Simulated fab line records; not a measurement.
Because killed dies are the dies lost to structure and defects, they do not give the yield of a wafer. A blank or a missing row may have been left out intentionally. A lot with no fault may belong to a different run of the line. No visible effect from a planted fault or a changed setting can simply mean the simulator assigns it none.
Chamber matching -- flow n5_finfet -- N5_FIN_CUT_ETCH_20 on rie_diel-05: 4 sister chambers
The step etches SiARC in CF4, target depth 26 nm, time 43.3 s. 8 wafers are shown with their chamber, then 7 later ones without.

WAFERS PAIRED WITH THEIR CHAMBERS
wafer,chamber,showerhead_plenum_p_Torr (Torr),drypump_motor_current_A (A)
L079.4,1,2.06,5.3
L089.2,0,2.26,6.8
L089.3,2,2.11,5.1
L089.4,1,2.05,5.4
L089.5,3,2.03,5.1
L089.6,0,2.26,6.8
L094.2,3,2.03,5.1
L094.3,2,2.10,5.0

WAFERS MISSING THEIR CHAMBER
wafer,showerhead_plenum_p_Torr (Torr),drypump_motor_current_A (A)
L094.5,2.26,6.8
L095.1,2.05,5.4
L095.4,2.03,5.1
L095.6,2.26,6.8
L096.2,2.10,5.1
L096.4,2.25,6.8
L096.5,2.05,5.4

CHAMBER TAKEN BY EACH
wafer,from the rows above,in truth
L094.5,0,0
L095.1,1,1
L095.4,3,3
L095.6,0,0
L096.2,2,2
L096.4,0,0
L096.5,1,1
Placed correctly: 7 of 7. From these rows, 0 cannot be placed. Wrongly placed: 0.
How it was worked out, from the rows above alone: a wafer's distance from a chamber is the root of the sum, over the readings, of the square of ((its reading less the chamber's mean) divided by the reading's scatter). If the next closest chamber is less than 2 further off than the closest, the wafer can't be placed; otherwise it belongs to the closest. For every chamber, the mean is computed from those of its wafers that are shown. How the scatter is found: for the shown wafers, subtract from each reading the mean of its chamber, square and add these, divide the total by (wafers less chambers), then take the root.
